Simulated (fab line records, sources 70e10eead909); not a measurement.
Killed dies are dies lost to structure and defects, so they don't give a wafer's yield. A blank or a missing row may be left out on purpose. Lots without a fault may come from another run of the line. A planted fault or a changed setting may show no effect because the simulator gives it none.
Chamber matching | flow nand_harc | NHARC_P_BONDPAD_DEP_00 on pecvd-04: 3 sister chambers
The step deposits SiCN, target thk 250 nm. 6 wafers are shown with their chamber, then 7 later ones without.

WAFERS WITH THEIR CHAMBER
wafer  | chamber | showerhead_vpp_V (V) | heater_power_w (W)
L735.3 | 2       | 1345                 | 514
L736.1 | 0       | 1242                 | 590
L736.2 | 1       | 1315                 | 496
L736.5 | 1       | 1320                 | 506
L739.1 | 0       | 1240                 | 551
L739.2 | 2       | 1347                 | 540

WAFERS WITHOUT THEIR CHAMBER
wafer  | showerhead_vpp_V (V) | heater_power_w (W)
L739.4 | 1319                 | 482
L740.1 | 1324                 | 541
L740.3 | 1348                 | 513
L740.6 | 1348                 | 420
L741.1 | 1356                 | 458
L741.2 | 1238                 | 535
L741.5 | 1241                 | 534

WHICH CHAMBER EACH WENT THROUGH
wafer  | from the rows above | in truth
L739.4 | 1                   | 1
L740.1 | 1                   | 1
L740.3 | 2                   | 2
L740.6 | 2                   | 2
L741.1 | 2                   | 2
L741.2 | 0                   | 0
L741.5 | 0                   | 0
Placed correctly: 7 of 7. Can't be placed from these rows: 0. Placed wrongly: 0.
How it was worked out, from the rows above alone: a wafer's distance from a chamber is the root of the sum, over the readings, of the square of ((its reading less the chamber's mean) divided by the reading's scatter). The wafer belongs to the nearest chamber; if the next one is less than 2 further off, it can't be placed. A chamber's mean is the mean of its shown wafers. The scatter: the root of (the sum of the squares of (reading less its chamber's mean) over the shown wafers, divided by (wafers less chambers)).
